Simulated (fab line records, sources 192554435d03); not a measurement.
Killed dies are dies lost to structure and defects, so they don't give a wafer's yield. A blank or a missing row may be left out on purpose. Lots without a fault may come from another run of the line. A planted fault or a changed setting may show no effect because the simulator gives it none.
Which tool did it? | flow n5_finfet | 9 lots, 26 wafers sampled, at 8 steps of a route of 1938

WHAT THE GAUGES READ, wafer by wafer
N5_SD_EPI_N_EPI_MEAS_23. Usual: thk_nm 59.4 nm, standard deviation 1.2.
lot  | measured    | on            | thk_nm (nm)    | flag
L451 | day 3 10:04 | film_metro-02 | 59.5 58.0 57.5 |
L456 | day 4 23:29 | film_metro-01 | 61.5 60.5 59.9 |
L457 | day 5 18:34 | film_metro-01 | 59.7 58.0 58.1 |
L458 | day 5 20:49 | film_metro-01 | 59.0 58.5 57.0 |
L462 | day 6 04:31 | film_metro-01 | 59.0 59.9      |
L463 | day 6 12:41 | film_metro-01 | 58.7 59.2 59.4 |
L468 | day 7 17:23 | film_metro-01 | 60.5 59.8 61.8 |
L470 | day 8 10:02 | film_metro-01 | 58.1 59.3 60.0 |
L471 | day 8 14:14 | film_metro-01 | 60.6 61.6 59.2 |

N5_SD_EPI_N_INSPECT_26: inspects for defects (darkfield). Usual: raw_defect_count 219, standard deviation 43.
lot  | measured    | on                | raw_defect_count | flag
L451 | day 3 10:37 | defect_inspect-02 | 216 270 190      |
L456 | day 5 00:13 | defect_inspect-02 | 231 229 252      |
L457 | day 5 19:17 | defect_inspect-02 | 177 219 283      |
L458 | day 5 21:24 | defect_inspect-02 | 625 668 680      | OFF
L462 | day 6 05:47 | defect_inspect-02 | 650 689          | OFF
L463 | day 6 13:14 | defect_inspect-01 | 253 222 193      |
L468 | day 7 18:19 | defect_inspect-01 | 286 337 206      |
L470 | day 8 10:35 | defect_inspect-02 | 165 138 206      |
L471 | day 8 14:47 | defect_inspect-01 | 209 252 181      |

N5_SD_EPI_P_INSPECT_11: inspects for defects (macro). Usual: raw_defect_count 2.1, standard deviation 1.4.
lot  | measured    | on                | raw_defect_count | flag
L451 | day 3 10:57 | defect_inspect-02 | 5 2 2            |
L456 | day 5 00:32 | defect_inspect-02 | 1 2 2            |
L457 | day 5 19:44 | defect_inspect-02 | 2 5 1            |
L458 | day 5 21:51 | defect_inspect-01 | >300 >300 >300   | OFF
L462 | day 6 06:14 | defect_inspect-01 | >300 >300        | OFF
L463 | day 6 13:34 | defect_inspect-01 | 3 3 2            |
L468 | day 7 18:38 | defect_inspect-01 | 2 1 2            |
L470 | day 8 10:55 | defect_inspect-02 | 2 1 0            |
L471 | day 8 15:14 | defect_inspect-01 | 1 0 2            |

N5_SD_EPI_P_INSPECT_26: inspects for defects (darkfield). Usual: raw_defect_count 188, standard deviation 39.
lot  | measured    | on                | raw_defect_count | flag
L451 | day 3 22:25 | defect_inspect-02 | 217 232 152      |
L456 | day 5 04:45 | defect_inspect-01 | 173 183 241      |
L457 | day 5 23:37 | defect_inspect-02 | 129 185 222      |
L458 | day 6 02:38 | defect_inspect-01 | 626 702 673      | OFF
L462 | day 6 09:59 | defect_inspect-01 | 610 645          | OFF
L463 | day 6 17:42 | defect_inspect-01 | 206 186 154      |
L468 | day 7 22:25 | defect_inspect-02 | 203 299 178      |
L470 | day 8 15:39 | defect_inspect-02 | 149 133 174      |
L471 | day 8 19:10 | defect_inspect-01 | 175 182 175      |

N5_SD_ACTIVATION_INSPECT_02: inspects for defects (darkfield). Usual: raw_defect_count 188, standard deviation 40.
lot  | measured    | on                | raw_defect_count | flag
L451 | day 4 02:00 | defect_inspect-02 | 228 225 154      |
L456 | day 5 05:43 | defect_inspect-01 | 173 191 253      |
L457 | day 6 00:22 | defect_inspect-01 | 135 192 237      |
L458 | day 6 03:30 | defect_inspect-01 | 617 706 654      | OFF
L462 | day 6 10:44 | defect_inspect-02 | 593 650          | OFF
L463 | day 6 18:37 | defect_inspect-02 | 212 193 150      |
L468 | day 7 23:10 | defect_inspect-02 | 218 288 166      |
L470 | day 8 16:35 | defect_inspect-02 | 143 134 179      |
L471 | day 8 19:55 | defect_inspect-01 | 170 178 160      |

WHICH TOOL RAN EACH LOT (tool, then ch and the chambers of the sampled wafers, then the start)
lot  | N5_SD_EPI_N_ETCHBACK_44           | N5_SD_EPI_N_SD_RECESS_17        | N5_SD_EPI_N_VAPOR_ETCH_50
L451 | rie_diel-01 ch 0,2,3, day 3 07:05 | rie_si-04 ch 1,2,3, day 3 07:21 | epi_rpcvd-03 ch 0, day 3 08:11
L456 | rie_diel-06 ch 0,2, day 4 20:31   | rie_si-01 ch 1,2,3, day 4 20:47 | epi_rpcvd-03 ch 0, day 4 21:36
L457 | rie_diel-06 ch 0,1,2, day 5 15:35 | rie_si-01 ch 1,2,3, day 5 15:51 | epi_rpcvd-03 ch 0, day 5 16:43
L458 | rie_diel-01 ch 1,2,3, day 5 17:14 | rie_si-01 ch 1,2,3, day 5 17:30 | epi_rpcvd-03 ch 0, day 5 18:54
L462 | rie_diel-01 ch 1,2, day 6 01:34   | rie_si-04 ch 1,2, day 6 01:49   | epi_rpcvd-03 ch 0, day 6 02:44
L463 | rie_diel-02 ch 1,2,3, day 6 09:28 | rie_si-04 ch 0,3, day 6 09:44   | epi_rpcvd-04 ch 0, day 6 10:52
L468 | rie_diel-02 ch 0,2,3, day 7 14:24 | rie_si-06 ch 1,2,3, day 7 14:40 | epi_rpcvd-04 ch 0, day 7 15:29
L470 | rie_diel-01 ch 0,2, day 8 06:12   | rie_si-06 ch 0,1,3, day 8 06:28 | epi_rpcvd-01 ch 0, day 8 07:30
L471 | rie_diel-01 ch 0,2,3, day 8 10:17 | rie_si-04 ch 0,1, day 8 10:33   | epi_rpcvd-04 ch 0, day 8 11:47
- N5_SD_EPI_N_ETCHBACK_44: etches SiNx in CH3F/O2, stops on SiO2, target depth 14.5 nm.
- N5_SD_EPI_N_SD_RECESS_17: chemistry HBr/Cl2/O2, target depth 41 nm, time 23.7 s, bt time 3 s.
- N5_SD_EPI_N_VAPOR_ETCH_50: etches Si in HCl, time 54 s.

WHAT THE TOOLS THEMSELVES READ (means of the sampled wafers that have a number; where no wafer has one, the mark that the record gives instead)
N5_SD_EPI_N_ETCHBACK_44. Usual: drypump_motor_current_A 5.4 A, standard deviation 0.4; oes_o_777_au 0.76 a.u., standard deviation 0.055; oes_product_au 0.64 a.u., standard deviation 0.044; rf_vpp_V 297 V, standard deviation 6.4; showerhead_plenum_p_Torr 2.04 Torr, standard deviation 0.045; throttle_valve_pct 16.33 %, standard deviation 0.12.
lot  | tool        | drypump_motor_current_A (A) | oes_o_777_au (a.u.) | oes_product_au (a.u.) | rf_vpp_V (V) | showerhead_plenum_p_Torr (Torr) | throttle_valve_pct (%) | flag
L451 | rie_diel-01 | 5.2                         | 0.74                | 0.63                  | 296          | 2.03                            | 16.30                  |
L456 | rie_diel-06 | 5.0                         | 0.77                | 0.66                  | 302          | 2.10                            | 16.27                  |
L457 | rie_diel-06 | 5.2                         | 0.76                | 0.64                  | 303          | 2.09                            | 16.32                  |
L458 | rie_diel-01 | 5.4                         | 0.77                | 0.65                  | 296          | 2.00                            | 16.29                  |
L462 | rie_diel-01 | 5.4                         | 0.78                | 0.67                  | 295          | 2.01                            | 16.30                  |
L463 | rie_diel-02 | 5.6                         | 0.75                | 0.63                  | 299          | 2.05                            | 16.45                  |
L468 | rie_diel-02 | 5.5                         | 0.81                | 0.68                  | 297          | 2.06                            | 16.38                  |
L470 | rie_diel-01 | 5.1                         | 0.72                | 0.61                  | 296          | 2.02                            | 16.42                  |
L471 | rie_diel-01 | 5.2                         | 0.71                | 0.61                  | 296          | 2.02                            | 16.38                  |

N5_SD_EPI_N_SD_RECESS_17. Usual: drypump_motor_current_A 5.5 A, standard deviation 0.45; he_backside_leak_sccm 2.8 sccm, standard deviation 0.36; oes_o_777_au 0.998 a.u., standard deviation 0.016; oes_product_au 0.998 a.u., standard deviation 0.018; throttle_valve_pct 37.08 %, standard deviation 0.25.
lot  | tool      | drypump_motor_current_A (A) | he_backside_leak_sccm (sccm) | oes_o_777_au (a.u.) | oes_product_au (a.u.) | throttle_valve_pct (%) | flag
L451 | rie_si-04 | 5.3                         | 2.9                          | 0.994               | 0.994                 | 37.15                  |
L456 | rie_si-01 | 5.2                         | 2.7                          | 1.010               | 1.013                 | 37.09                  |
L457 | rie_si-01 | 5.2                         | 2.8                          | 1.012               | 1.009                 | 37.11                  |
L458 | rie_si-01 | 5.2                         | 2.7                          | 1.012               | 1.018                 | 37.10                  |
L462 | rie_si-04 | 5.3                         | 3.0                          | 1.000               | 1.000                 | 37.09                  |
L463 | rie_si-04 | 5.3                         | 2.9                          | 0.982               | 0.989                 | 37.13                  |
L468 | rie_si-06 | 6.1                         | 2.8                          | 0.987               | 0.990                 | 37.03                  |
L470 | rie_si-06 | 5.9                         | 2.4                          | 1.001               | 0.998                 | 37.24                  |
L471 | rie_si-04 | 5.5                         | 3.1                          | 0.996               | 0.978                 | 36.79                  |

N5_SD_EPI_N_VAPOR_ETCH_50. Usual: throttle_valve_pct 11.93 %, standard deviation 0.25.
lot  | tool         | throttle_valve_pct (%) | flag
L451 | epi_rpcvd-03 | 12.08                  |
L456 | epi_rpcvd-03 | 12.19                  |
L457 | epi_rpcvd-03 | 12.14                  |
L458 | epi_rpcvd-03 | 12.29                  |
L462 | epi_rpcvd-03 | 12.21                  |
L463 | epi_rpcvd-04 | 12.20                  |
L468 | epi_rpcvd-04 | 12.07                  |
L470 | epi_rpcvd-01 | 11.59                  |
L471 | epi_rpcvd-04 | 11.98                  |

THE ANSWER, worked out from the rows above alone
Rule: a lot is off if the mean of its wafers that have a number lies more than 3 standard deviations from the usual mean. A lot without any number at a reading at which 4 lots or more have one is off too. The other lots that the step has rows for count as sound. The gauges are gone through in route order, then the tools' own readings, and for those a lot's mean is taken as printed above. The first step at which some lot is off is used, and at that step the reading that is off furthest; a lot without a number counts as furthest.
Off: L458, L462, at N5_SD_EPI_N_INSPECT_26 (raw_defect_count).
A tool fits if, at a process step before that reading, it ran every lot that is off, and no sound lot after the first of them. The gauges at N5_SD_EPI_N_INSPECT_26 aren't tried: what is off there is off at N5_SD_EPI_P_INSPECT_11 too, on other tools, and a gauge's error can't cause that. One fits: epi_rpcvd-03 at N5_SD_EPI_N_VAPOR_ETCH_50. Its last sound lot is L457 (day 5 16:43), its first lot that is off L458 (day 5 18:54): a fault that began between those two fits.

WHAT THE SIMULATOR HAD PUT IN
Chamber particle source: epi_rpcvd-03, from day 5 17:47 on, at N5_SD_EPI_N_VAPOR_ETCH_50. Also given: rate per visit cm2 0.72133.
Lots struck among those shown: L458, L462. The rule above found the same.
